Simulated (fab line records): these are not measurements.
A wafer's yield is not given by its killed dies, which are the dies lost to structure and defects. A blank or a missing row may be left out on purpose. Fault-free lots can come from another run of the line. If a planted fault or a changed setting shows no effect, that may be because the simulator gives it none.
What tool caused it?    flow nand-harc    36 wafers from 12 lots sampled at 5 of the route's 1159 steps

== WHAT THE GAUGES READ, wafer by wafer ==
NHARC_A_BLC_INSPECT_28. Usual: raw-defect-count reads 456 (standard deviation 110).
lot   measured      on                 raw-defect-count  flag
L559  day 17 17:56  defect-inspect-01  338 340 416       
L560  day 18 01:10  defect-inspect-01  644 388 385       
L564  day 18 05:40  defect-inspect-01  307 374 404       
L566  day 18 16:28  defect-inspect-02  333 337 448       
L562  day 18 16:54  defect-inspect-02  441 424 441       
L565  day 19 01:57  defect-inspect-02  750 569 571       
L563  day 19 02:55  defect-inspect-02  385 350 542       
L567  day 19 21:17  defect-inspect-02  431 580 780       
L569  day 20 01:59  defect-inspect-01  334 374 282       
L570  day 20 06:52  defect-inspect-01  340 343 350       
L581  day 23 06:33  defect-inspect-02  359 402 460       
L582  day 23 14:25  defect-inspect-02  417 413 473       

NHARC_END_SORT_01. Usual: defect-limited-yield 95.2 %, standard deviation 1.6; killed-at-array 29, standard deviation 10; killed-at-other 0.7, standard deviation 1.1; killed-at-periphery 3.2, standard deviation 2.2; killed-dies 33, standard deviation 11; killed-open 3.5, standard deviation 1.8; killed-short 2.0, standard deviation 1.4; sort_bin_2_pct 1.5 %, standard deviation 0.61; sort_bin_3_pct 0.29 %, standard deviation 0.22; sort_bin_4_pct 3.1 %, standard deviation 1.1; sort-n-pass 644, standard deviation 11; sort-rim-yield-pct 95 %, standard deviation 3.3; sort-yield-pct 95.2 %, standard deviation 1.6.
lot   measured      on         defect-limited-yield (%)  killed-at-array  killed-at-other  killed-at-periphery  killed-dies  killed-open  killed-short  sort_bin_2_pct (%)  sort_bin_3_pct (%)  sort_bin_4_pct (%)  sort-n-pass  sort-rim-yield-pct (%)  sort-yield-pct (%)  flag
L569  day 22 01:56  prober-01  96.0 95.9 95.4            26 26 29         1 2 1            0 0 1                27 28 31     3 2 2        1 2 3         1.2 1.3 0.9         0 0 0               2.8 2.8 3.7         650 649 646  96 96 93                96.0 95.9 95.4      

== WHICH TOOL RAN EACH LOT (tool, then ch and the chambers of the sampled wafers, then the start) ==
lot   NHARC_A_M1_SOFTBAKE_04             NHARC_A_M1_DESCUM_14                NHARC_A_M1_ETCH_15
L559  litho-track-04 ch 0, day 17 22:00  rie-diel-04 ch 1,2,3, day 17 23:04  rie-diel-04 ch 1,2,3, no start
L560  litho-track-04 ch 0, day 18 05:00  rie-diel-10 ch 0,1,3, day 18 06:16  rie-diel-10 ch 1,2,3, no start
L564  litho-track-01 ch 0, day 18 10:00  rie-diel-10 ch 0,1,3, day 18 10:49  rie-diel-10 ch 1,3, no start
L566  litho-track-06 ch 0, day 18 20:00  rie-diel-10 ch 1,3, day 18 21:28    rie-diel-10 ch 1,2, no start
L562  litho-track-04 ch 0, day 18 21:00  rie-diel-06 ch 0,2,3, day 18 22:28  rie-diel-06 ch 0,1,3, no start
L565  litho-track-06 ch 0, day 19 06:00  rie-diel-10 ch 0,1,2, day 19 07:11  rie-diel-10 ch 2,3, no start
L563  litho-track-04 ch 0, day 19 07:00  rie-diel-06 ch 1,2,3, day 19 08:00  rie-diel-06 ch 0,2,3, no start
L567  litho-track-06 ch 0, day 20 01:00  rie-diel-10 ch 0,1,2, day 20 02:26  rie-diel-10 ch 2,3, no start
L569  litho-track-01 ch 0, day 20 06:00  rie-diel-06 ch 1,2, day 20 07:02    rie-diel-06 ch 0,1,3, day 22 01:56 or earlier
L570  litho-track-04 ch 0, day 20 11:00  rie-diel-06 ch 2,3, day 20 12:32    rie-diel-06 ch 0,3, no start
L581  litho-track-06 ch 0, day 23 11:00  rie-diel-10 ch 0,2, day 23 11:53    rie-diel-10 ch 0,1,3, no start
L582  litho-track-06 ch 0, day 23 19:00  rie-diel-06 ch 1,2,3, day 23 19:33  rie-diel-06 ch 0,1,3, no start
- NHARC_A_M1_SOFTBAKE_04: time 55 s.
- NHARC_A_M1_DESCUM_14: chemistry O2, time 3 s.
- NHARC_A_M1_ETCH_15: etches the open film in C4F8/Ar, target depth 182.5 nm, time 91.2 s.

== AS READ BY THE TOOLS THEMSELVES (means over the sampled wafers that have a number; for cases with no such wafer, the mark the record gives instead) ==
NHARC_A_M1_SOFTBAKE_04. Usual: heater-power-total-W 188.44 W, standard deviation 0.14; resist-line-temp-C 22.99 C, standard deviation 0.1.
lot   tool            heater-power-total-W (W)  resist-line-temp-C (C)  flag
L559  litho-track-04  188.41                    22.86                   
L560  litho-track-04  188.53                    22.88                   
L564  litho-track-01  188.57                    22.99                   
L566  litho-track-06  188.42                    22.87                   
L562  litho-track-04  188.40                    22.97                   
L565  litho-track-06  188.44                    22.96                   
L563  litho-track-04  188.34                    22.90                   
L567  litho-track-06  188.39                    22.84                   
L569  litho-track-01  188.38                    22.92                   
L570  litho-track-04  188.39                    23.02                   
L581  litho-track-06  199.90                    23.02                   OFF
L582  litho-track-06  199.87                    22.91                   OFF

NHARC_A_M1_DESCUM_14. Usual: drypump-motor-current-A 5.6 A, standard deviation 0.5; oes-product-au 1.002 a.u., standard deviation 0.0092; rf-vpp-V 57.9 V, standard deviation 0.94; showerhead-plenum-p-Torr 1.91 Torr, standard deviation 0.092; throttle-valve-pct 11.311 %, standard deviation 0.0087.
lot   tool         drypump-motor-current-A (A)  oes-product-au (a.u.)  rf-vpp-V (V)  showerhead-plenum-p-Torr (Torr)  throttle-valve-pct (%)  flag
L559  rie-diel-04  5.7                          1.001                  57.9          1.85                             11.308                  
L560  rie-diel-10  5.4                          0.991                  58.2          1.93                             11.312                  
L564  rie-diel-10  5.4                          0.999                  57.7          1.93                             11.307                  
L566  rie-diel-10  5.5                          1.001                  58.4          2.01                             11.312                  
L562  rie-diel-06  5.4                          0.996                  57.8          1.89                             11.308                  
L565  rie-diel-10  5.2                          1.002                  58.5          1.97                             11.299                  
L563  rie-diel-06  5.6                          1.004                  57.9          1.86                             11.320                  
L567  rie-diel-10  5.2                          0.994                  57.4          1.97                             11.304                  
L569  rie-diel-06  6.0                          1.004                  57.8          1.80                             11.317                  
L570  rie-diel-06  5.4                          1.002                  57.8          1.87                             11.322                  
L581  rie-diel-10  5.5                          0.997                  58.5          1.96                             11.307                  
L582  rie-diel-06  5.6                          0.995                  58.0          1.86                             11.306                  

NHARC_A_M1_ETCH_15. Usual: bias-w 300.1 W, standard deviation 0.96; oes-product-au 0.958 a.u., standard deviation 0.021; rf-vpp-V 440.4 V, standard deviation 2.8.
lot   tool         bias-w (W)  oes-product-au (a.u.)  rf-vpp-V (V)  flag
L559  rie-diel-04  299.2       0.970                  439.5         
L560  rie-diel-10  300.1       0.949                  443.0         
L564  rie-diel-10  300.3       0.924                  443.5         
L566  rie-diel-10  298.8       0.961                  445.2         
L562  rie-diel-06  300.1       0.967                  439.4         
L565  rie-diel-10  299.5       0.920                  442.5         
L563  rie-diel-06  299.6       0.968                  440.5         
L567  rie-diel-10  299.0       0.960                  443.5         
L569  rie-diel-06  300.8       0.983                  440.1         
L570  rie-diel-06  300.6       0.981                  441.5         
L581  rie-diel-10  299.6       0.987                  441.0         
L582  rie-diel-06  300.6       0.972                  439.6         

== THE ANSWER, worked out from the rows above alone ==
Rule: a lot is off if the mean of its wafers that have a number lies more than 3 standard deviations from the usual mean. Also off: a lot with no number at a reading for which 4 or more lots have one. The other lots that the step has rows for count as sound. Order of review: gauges by route order, followed by the tools' own readings, for which a lot's mean as printed above is used. At the first step where some lot is off, the reading lying furthest off is the one used; lots without a number count as furthest.
Off at NHARC_A_M1_SOFTBAKE_04 (heater-power-total-W): L581, L582.
If a tool, at that step or one of the process steps before it, ran each lot that is off and ran no sound lot following the first of them, it fits. One candidate fits, namely litho-track-06 at NHARC_A_M1_SOFTBAKE_04. Its last sound lot is L567 (day 20 01:00), its first lot that is off L581 (day 23 11:00): a fault that began between those two fits.
On the lots that are off, the tool's own readings at NHARC_A_M1_SOFTBAKE_04 differ by more than 5 times the standard deviation of the sound lots' means, which bears it out; heater-power-total-W reads 199.88 W there versus 188.43 W on the sound lots.

== WHAT THE SIMULATOR HAD INSERTED ==
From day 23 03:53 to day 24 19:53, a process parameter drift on litho-track-06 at NHARC_A_M1_SOFTBAKE_04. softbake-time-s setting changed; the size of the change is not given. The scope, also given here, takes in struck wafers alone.
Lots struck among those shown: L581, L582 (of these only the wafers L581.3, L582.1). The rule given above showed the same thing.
